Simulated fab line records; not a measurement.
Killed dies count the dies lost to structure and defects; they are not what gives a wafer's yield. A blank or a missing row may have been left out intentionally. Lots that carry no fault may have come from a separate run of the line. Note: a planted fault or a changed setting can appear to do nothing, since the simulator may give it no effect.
Chamber matching | flow n5-finfet | N5_ZERO_LAYER_ETCH_17 on rie-diel-06 has 4 sister chambers
The step etches SiO2 in CF4, target depth 12 nm, time 13.3 s. 14 wafers are shown with their chamber, then 7 later ones without.

== WAFERS, EACH WITH ITS CHAMBER ==
wafer  | chamber | showerhead-plenum-p-Torr (Torr) | drypump-motor-current-A (A) | rf-vpp-V (V)
L075.3 | 1       | 2.06                            | 6.28                        | 944
L075.4 | 2       | 2.07                            | 6.02                        | 946
L075.6 | 1       | 2.06                            | 6.28                        | 944
L077.1 | 0       | 2.25                            | 5.86                        | 955
L077.2 | 3       | 2.29                            | 5.41                        | 956
L077.5 | 2       | 2.07                            | 6.01                        | 946
L080.1 | 1       | 2.05                            | 6.27                        | 942
L080.3 | 2       | 2.07                            | 6.00                        | 945
L080.4 | 0       | 2.25                            | 5.90                        | 954
L081.1 | 2       | 2.07                            | 6.00                        | 945
L081.2 | 0       | 2.25                            | 5.90                        | 954
L081.4 | 3       | 2.29                            | 5.42                        | 956
L084.2 | 2       | 2.07                            | 6.00                        | 946
L084.4 | 0       | 2.25                            | 5.89                        | 954

SIGNATURES, as means of the wafers listed above
reading                  | chamber 0 | chamber 1 | chamber 2 | chamber 3 | scatter within a chamber
showerhead-plenum-p-Torr | 2.2500    | 2.0567    | 2.0700    | 2.2900    | 0.00258
drypump-motor-current-A  | 5.8875    | 6.2767    | 6.0060    | 5.4150    | 0.0123
rf-vpp-V                 | 954.25    | 943.33    | 945.60    | 956.00    | 0.679
Rule: for a wafer and a chamber, the distance is found by dividing, reading by reading, the gap between the wafer's reading and the chamber's mean by the reading's scatter, squaring, summing and taking the root. If the next closest chamber is less than 2 further off than the closest, the wafer can't be placed; otherwise it belongs to the closest. The scatter: the root of (the sum of the squares of (reading less its chamber's mean) over the shown wafers, divided by (wafers less chambers)).

== WAFERS WITH NO CHAMBER GIVEN ==
wafer  | showerhead-plenum-p-Torr (Torr) | drypump-motor-current-A (A) | rf-vpp-V (V)
L084.6 | 2.07                            | 6.02                        | 945
L096.3 | 2.05                            | 6.26                        | 941
L096.5 | 2.06                            | 6.00                        | 944
L096.6 | 2.05                            | 6.30                        | 942
L097.1 | 2.06                            | 6.03                        | 945
L097.3 | 2.24                            | 5.88                        | 954
L097.5 | 2.24                            | 5.89                        | 954

== CHAMBER TAKEN BY EACH ==
wafer  | from the rows above | in truth
L084.6 | 2                   | 2
L096.3 | 1                   | 1
L096.5 | 2                   | 2
L096.6 | 1                   | 1
L097.1 | 2                   | 2
L097.3 | 0                   | 0
L097.5 | 0                   | 0
Placed correctly: 7 of 7. Not placeable from these rows: 0. Wrongly placed: 0.
